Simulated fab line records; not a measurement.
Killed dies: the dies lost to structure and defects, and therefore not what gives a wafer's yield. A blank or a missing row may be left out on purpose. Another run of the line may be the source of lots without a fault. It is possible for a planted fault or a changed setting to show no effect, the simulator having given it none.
Which tool did it? || flow n5Finfet || 12 lots (36 wafers sampled), 1 step of a 1938-step route

== WHAT THE GAUGES SHOWED, per wafer ==
N5_BEOL_M8_OVL_MEAS_29.
{"lot": "L078", "measured": "day 11 17:48", "on": "overlay-02", "V7_OVL (nm)": "0.8 0.3 1.2"}
{"lot": "L077", "measured": "day 12 02:31", "on": "overlay-01", "V7_OVL (nm)": "1.2 1.0 0.5"}
{"lot": "L080", "measured": "day 12 04:55", "on": "overlay-02", "V7_OVL (nm)": "1.0 1.4 0.4"}
{"lot": "L081", "measured": "day 13 01:37", "on": "overlay-02", "V7_OVL (nm)": "0.5 0.5 0.9"}
{"lot": "L083", "measured": "day 13 03:53", "on": "overlay-02", "V7_OVL (nm)": "-0.5 0.5 0.6"}
{"lot": "L085", "measured": "day 14 12:13", "on": "overlay-01", "V7_OVL (nm)": "0.0 0.0 0.6"}
{"lot": "L087", "measured": "day 14 17:19", "on": "overlay-01", "V7_OVL (nm)": "1.1 1.2 1.4"}
{"lot": "L089", "measured": "day 15 05:19", "on": "overlay-01", "V7_OVL (nm)": "-0.1 0.7 2.0"}
{"lot": "L094", "measured": "day 15 16:56", "on": "overlay-01", "V7_OVL (nm)": "0.0 0.0 0.0"}
{"lot": "L092", "measured": "day 16 00:05", "on": "overlay-01", "V7_OVL (nm)": "1.2 0.3 1.0"}
{"lot": "L096", "measured": "day 17 03:06", "on": "overlay-02", "V7_OVL (nm)": "0.2 1.2 0.9"}
{"lot": "L097", "measured": "day 18 06:20", "on": "overlay-02", "V7_OVL (nm)": "0.6 1.2 1.4"}

== TOOL THAT RAN EACH LOT (tool first, then ch and the chambers of the sampled wafers, then the start) ==
Before these readings, the record contains no process step.

== THE ANSWER, worked out from the rows above alone ==
Rule: the usual values come from the lots themselves. The widest of any qualifying gaps counts: lots, ordered by their means at a reading, are off when they make up no more than a third of the lots, leave a main group of 4 or more, and stand apart from it by 3 or more times the standard deviation of that group's means. Not used: any main group whose means are identical at the precision the tables above print for the reading. A lot without any number at a reading at which 4 lots or more have one is off too. The other lots that the step has rows for count as sound.
No lot is off on any of the readings shown, so nothing can be concluded from this.

== WHAT THE SIMULATOR HAD INSERTED ==
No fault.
